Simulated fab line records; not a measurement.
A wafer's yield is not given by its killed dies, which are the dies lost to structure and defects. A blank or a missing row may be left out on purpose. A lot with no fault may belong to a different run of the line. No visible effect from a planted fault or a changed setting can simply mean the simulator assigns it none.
fab line records | flow n5-finfet
record: lots: 7 | wafers: 39
route steps=1938 shown DUMMY_GATE@237
start-h: hours from the record's first day to the start of the lot's first wafer shown | wait-h: hours since the lot's step before | " repeats the value in the row above | L1.1+2: several wafers, shown together as one row | - no value present, or no start provided | * or withheld: withheld | < > ~ a bound
route shown NAME@n: names a module that has steps shown in the file, with the first one's number in the route | usual: the fault-free wafers' mean and standard deviation | same: alike in all rows | chamber/n: place in a boat | sites: per-site readings | _std_site: their standard deviation | _edge_site: outer sites' mean less inner sites' | radius-mm: for every site, how far away it sits from the centre of the wafer | mask NAME#n: copy n | behind: tool/chamber where the wafer was last shaped | hold: why the lot went on hold/how many hours it stayed there/how the hold came to an end | device: transistor that didn't switch, given as n, p or np | end of line: at the end of the route, the tests of the same wafers | step lacking rows: just its recipe | killed: the dies lost at the first sort to structure and to defects; this is not the yield of the wafer | map: a wafer's dies, x killed, . not, _ none there
set.NAME: the setting that was run; set.NAME@STEP: the one run at that earlier step | model.NAME: the simulator's own value behind a step, which no gauge read
lots whose settings were changed on purpose; a table a step, a row a wafer
== steps ==
step: N5_DUMMY_GATE_ETCH_37
recipe: chemistry: N2/H2 | target: SOC | target-depth-a: 600 | overetch-a: 300 | temp-c: 40 | ion-energy-ev: 200 | pressure-mtorr: 30 | source-w: 840 | bias-w: 150 | n2-flow-sccm: 200 | h2-flow-sccm: 200
usual: rf-vpp-V: 522.6/2.3
lot.wafer | tool        | chamber | start-h | wait-h | set.source-w | rf-vpp-V
L074.1    | rie-diel-01 | 3       | 47.08   | 0.0    | 997.8        | 496.0
L074.2    | "           | 0       | "       | "      | 997.8        | 492.3
L074.3    | "           | 1       | "       | "      | 840          | 523.4
L074.4    | "           | 0       | "       | "      | 840          | 521.1
L074.5    | "           | 1       | "       | "      | 840          | 523.5
L074.6    | "           | 3       | "       | "      | 997.8        | 497.3
L078.1    | rie-diel-05 | 0       | 69.82   | 0.0    | 840          | 519.0
L078.2    | "           | 3       | "       | "      | 973.2        | 500.5
L078.3    | "           | 1       | "       | "      | 840          | 523.7
L078.4    | "           | 2       | "       | "      | 973.2        | 497.2
L078.5    | "           | 0       | "       | "      | 973.2        | 495.3
L078.6    | "           | 1       | "       | "      | 840          | 524.4
L079.1    | rie-diel-01 | 3       | 77.64   | 0.0    | 840          | 528.5
L079.2    | "           | 2       | "       | "      | 840          | 524.2
L079.3    | "           | 0       | "       | "      | 840          | 520.6
L079.4    | "           | 1       | "       | "      | 840          | 524.2
L079.5    | "           | 0       | "       | "      | 840          | 519.8
L079.6    | "           | 1       | "       | "      | 840          | 522.8
L081.1    | rie-diel-01 | 2       | 89.28   | 0.0    | 758.9        | 541.9
L081.2    | "           | 0       | "       | "      | 840          | 521.2
L081.3    | "           | 1       | "       | "      | 840          | 523.3
L081.4    | "           | 2       | "       | "      | 758.9        | 540.1
L081.5    | "           | 0       | "       | "      | 758.9        | 537.7
L081.6    | "           | 1       | "       | "      | 840          | 523.5
L088.1    | rie-diel-01 | 1       | 134.09  | 0.0    | 840          | 523.5
L088.2    | "           | 2       | "       | "      | 840          | 521.5
L088.3    | "           | 0       | "       | "      | 746.5        | 540.2
L088.4    | "           | 3       | "       | "      | 840          | 524.5
L088.5    | "           | 0       | "       | "      | 746.5        | 541.1
L088.6    | "           | 3       | "       | "      | 746.5        | 547.6
L094.3    | rie-diel-06 | 0       | 168.11  | 0.0    | 840          | 523.7
L094.4    | "           | 3       | "       | "      | 840          | 525.4
L094.5    | "           | 0       | "       | "      | 840          | 522.8
L095.1    | rie-diel-01 | 0       | 174.51  | 0.0    | 840          | 521.3
L095.2    | "           | 1       | "       | "      | 733.1        | 548.0
L095.3    | "           | 2       | "       | "      | 733.1        | 546.5
L095.4    | "           | 3       | "       | "      | 733.1        | 550.8
L095.5    | "           | 2       | "       | "      | 840          | 523.2
L095.6    | "           | 3       | "       | "      | 840          | 526.4
step: N5_DUMMY_GATE_STRIP_38
recipe: chemistry: N2/H2 | temp-c: 40 | n2-flow-sccm: 200 | h2-flow-sccm: 200 | rf-frequency-hz: 6e+07
step: N5_DUMMY_GATE_STRIP_39
recipe: chemistry: N2/H2 | temp-c: 40 | n2-flow-sccm: 200 | h2-flow-sccm: 200 | rf-frequency-hz: 6e+07
step: N5_DUMMY_GATE_TRIM_49
recipe: chemistry: O2 | resist: SOC | time-s: 29 | target-cd-nm: 14 | source-power-w: 300 | bias-power-w: 0 | O2_flow_sccm: 100 | temp-c: 20
lot.wafer | tool      | chamber | start-h | wait-h | set.dose-mj@DUMMY_GATE_EXPOSE_12 | model.DUMMY_GATE.cd-nm
L074.1+4  | rie-si-03 | 0,2     | 47.16   | 0.0    | 36.11                            | 12.6
L074.2    | "         | 3       | "       | "      | 34                               | 13.2
L074.3    | "         | 1       | "       | "      | 36.11                            | 13.2
L074.5    | "         | 3       | "       | "      | 34                               | 13.8
L074.6    | "         | 2       | "       | "      | 34                               | 13.4
L078.1+3  | rie-si-03 | 1,2     | 69.90   | 0.0    | 34                               | 14.2
L078.2    | "         | 3       | "       | "      | 36.48                            | 12.2
L078.4    | "         | 0       | "       | "      | 34                               | 14
L078.5    | "         | 3       | "       | "      | 36.48                            | 12
L078.6    | "         | 0       | "       | "      | 36.48                            | 13
L079.1    | rie-si-03 | 1       | 77.72   | 0.0    | 34                               | 14.2
L079.2+3  | "         | 2,3     | "       | "      | 34                               | 13.8
L079.4+6  | "         | 0,2     | "       | "      | 34                               | 14.4
L079.5    | "         | 3       | "       | "      | 34                               | 14
L081.1    | rie-si-03 | 3       | 89.36   | 0.0    | 34                               | 13.8
L081.2    | "         | 1       | "       | "      | 32.9                             | 14.6
L081.3    | "         | 0       | "       | "      | 32.9                             | 15
L081.4    | "         | 2       | "       | "      | 32.9                             | 14.8
L081.5    | "         | 2       | "       | "      | 34                               | 14
L081.6    | "         | 3       | "       | "      | 34                               | 14.2
L088.1+6  | rie-si-05 | 1       | 134.17  | 0.0    | 31.76                            | 16
L088.2    | "         | 3       | "       | "      | 31.76                            | 15.8
L088.3    | "         | 2       | "       | "      | 34                               | 14.4
L088.4    | "         | 0       | "       | "      | 34                               | 13.8
L088.5    | "         | 2       | "       | "      | 34                               | 14.8
L094.3    | rie-si-05 | 0       | 168.19  | 0.0    | 34                               | 13.6
L094.4    | "         | 2       | "       | "      | 34                               | 14
L094.5    | "         | 3       | "       | "      | 34                               | 13.8
L095.1+5  | rie-si-05 | 3,0     | 174.59  | 0.0    | 35.59                            | 13
L095.2    | "         | 1       | "       | "      | 34                               | 15
L095.3    | "         | 0       | "       | "      | 34                               | 14.2
L095.4    | "         | 2       | "       | "      | 35.59                            | 13.2
L095.6    | "         | 1       | "       | "      | 34                               | 14.4
step: N5_DUMMY_GATE_STRIP_40
recipe: chemistry: CF4 | resist: SiARC | power-w: 300 | bias-power-w: 75 | pressure-mtorr: 50 | cf4-flow-sccm: 150 | rf-frequency-hz: 6e+07
step: N5_DUMMY_GATE_CD_MEAS_50
recipe: target-cd-nm: 14
usual: cd-nm: 14.0/0.39
lot.wafer | tool      | chamber | start-h | wait-h | set.dose-mj@DUMMY_GATE_EXPOSE_12 | cd-nm
L074.1    | cd-sem-03 | -       | 47.31   | 0.0    | 36.11                            | 12.8
L074.2    | "         | -       | "       | "      | 34                               | 13.4
L074.3    | "         | -       | "       | "      | 36.11                            | 13.0
L074.4    | "         | -       | "       | "      | 36.11                            | 12.2
L074.5    | "         | -       | "       | "      | 34                               | 13.8
L074.6    | "         | -       | "       | "      | 34                               | 13.3
L078.1    | cd-sem-03 | -       | 70.04   | 0.0    | 34                               | 14.4
L078.2    | "         | -       | "       | "      | 36.48                            | 12.1
L078.3    | "         | -       | "       | "      | 34                               | 13.9
L078.4    | "         | -       | "       | "      | 34                               | 14.4
L078.5    | "         | -       | "       | "      | 36.48                            | 12.6
L078.6    | "         | -       | "       | "      | 36.48                            | 12.9
L079.1    | cd-sem-02 | -       | 77.87   | 0.0    | 34                               | 14.0
L079.2    | "         | -       | "       | "      | 34                               | 13.9
L079.3    | "         | -       | "       | "      | 34                               | 13.8
L079.4    | "         | -       | "       | "      | 34                               | 14.6
L079.5    | "         | -       | "       | "      | 34                               | 13.8
L079.6    | "         | -       | "       | "      | 34                               | 14.3
L081.1    | cd-sem-01 | -       | 89.51   | 0.0    | 34                               | 13.7
L081.2    | "         | -       | "       | "      | 32.9                             | 14.8
L081.3    | "         | -       | "       | "      | 32.9                             | 15.0
L081.4    | "         | -       | "       | "      | 32.9                             | 14.6
L081.5    | "         | -       | "       | "      | 34                               | 13.9
L081.6    | "         | -       | "       | "      | 34                               | 14.3
L088.1    | cd-sem-01 | -       | 134.37  | 0.0    | 31.76                            | 16.3
L088.2    | "         | -       | "       | "      | 31.76                            | 15.8
L088.3    | "         | -       | "       | "      | 34                               | 14.6
L088.4    | "         | -       | "       | "      | 34                               | 13.7
L088.5    | "         | -       | "       | "      | 34                               | 14.7
L088.6    | "         | -       | "       | "      | 31.76                            | 16.1
L094.3    | cd-sem-01 | -       | 168.34  | 0.0    | 34                               | 13.8
L094.4    | "         | -       | "       | "      | 34                               | 14.0
L094.5    | "         | -       | "       | "      | 34                               | 13.8
L095.1    | cd-sem-01 | -       | 174.77  | 0.0    | 35.59                            | 13.0
L095.2    | "         | -       | "       | "      | 34                               | 15.0
L095.3    | "         | -       | "       | "      | 34                               | 14.1
L095.4    | "         | -       | "       | "      | 35.59                            | 13.2
L095.5    | "         | -       | "       | "      | 35.59                            | 13.0
L095.6    | "         | -       | "       | "      | 34                               | 14.3
== key ==
split: step: N5_DUMMY_GATE_ETCH_37 | setting: source-w | stated: 840 | by: wafer
response: step: N5_DUMMY_GATE_ETCH_37 | reading: rf-vpp-V | change: -1.64 | per: 1% | r: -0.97
split outside-this-file step=N5_DUMMY_GATE_EXPOSE_12 setting=dose-mj
split outside-this-file: this setting was split too, and the file shows its column; the key of that split is in another file
